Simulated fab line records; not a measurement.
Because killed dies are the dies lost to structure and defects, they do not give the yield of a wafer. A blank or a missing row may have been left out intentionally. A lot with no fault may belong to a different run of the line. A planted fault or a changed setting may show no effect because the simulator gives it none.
Chamber matching -- flow nand_harc -- NHARC_P_ZERO_WELL_DESCUM_54 on rie_diel-09: 4 sister chambers
The step chemistry O2, time 3 s. 16 wafers are shown with their chamber, then 8 later ones without.

EACH WAFER AND ITS CHAMBER
wafer,chamber,drypump_motor_current_A (A),showerhead_plenum_p_Torr (Torr),oes_product_au (a.u.)
L214.1,1,5.5,1.86,1.002
L214.3,3,4.8,1.96,1.015
L214.4,3,4.9,1.96,1.013
L215.2,3,4.9,1.96,1.006
L215.4,3,4.9,1.96,1.009
L215.6,0,5.8,1.77,1.006
L217.1,1,5.5,1.86,1.018
L217.2,0,5.8,1.77,1.013
L217.6,0,5.8,1.77,1.011
L219.1,0,5.8,1.76,1.022
L219.3,3,4.9,1.95,1.015
L219.5,0,5.8,1.77,1.008
L220.1,2,5.5,1.86,0.981
L220.3,0,5.8,1.76,1.006
L220.4,1,5.5,1.85,1.028
L221.2,1,5.5,1.85,1.022

SIGNATURES, as means of the wafers listed above
reading,chamber 0,chamber 1,chamber 2,chamber 3,scatter within a chamber
drypump_motor_current_A,5.800,5.500,5.500,4.880,0.0258
showerhead_plenum_p_Torr,1.7667,1.8550,1.8600,1.9580,0.00511
oes_product_au,1.01100,1.01750,0.98100,1.01160,0.00718
Rule: for each reading, subtract the chamber's mean from the wafer's reading, divide by that reading's scatter and square the result; add these up over the readings and take the root, which gives the wafer's distance from the chamber. The wafer belongs to the nearest chamber; if the next one is less than 2 further off, it can't be placed. How the scatter is found: for the shown wafers, subtract from each reading the mean of its chamber, square and add these, divide the total by (wafers less chambers), then take the root.

WAFERS WHOSE CHAMBER IS MISSING
wafer,drypump_motor_current_A (A),showerhead_plenum_p_Torr (Torr),oes_product_au (a.u.)
L221.4,5.8,1.76,0.994
L221.5,5.5,1.85,1.016
L234.1,5.6,1.85,0.992
L234.2,4.8,1.94,1.013
L234.4,5.5,1.84,1.019
L235.1,4.9,1.94,1.020
L235.4,5.8,2.07,1.020
L235.6,5.5,1.84,1.030

EACH ONE'S CHAMBER
wafer,from the rows above,in truth
L221.4,0,0
L221.5,1,1
L234.1,can't be placed: 2 or 1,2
L234.2,3,3
L234.4,1,1
L235.1,3,3
L235.4,can't be placed: 3 or 2 or 1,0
L235.6,1,1
Correct placement for 6 of the 8. Cannot be placed on the basis of these rows: 2; the candidates contain the true chamber in 1. Number placed wrongly: 0.
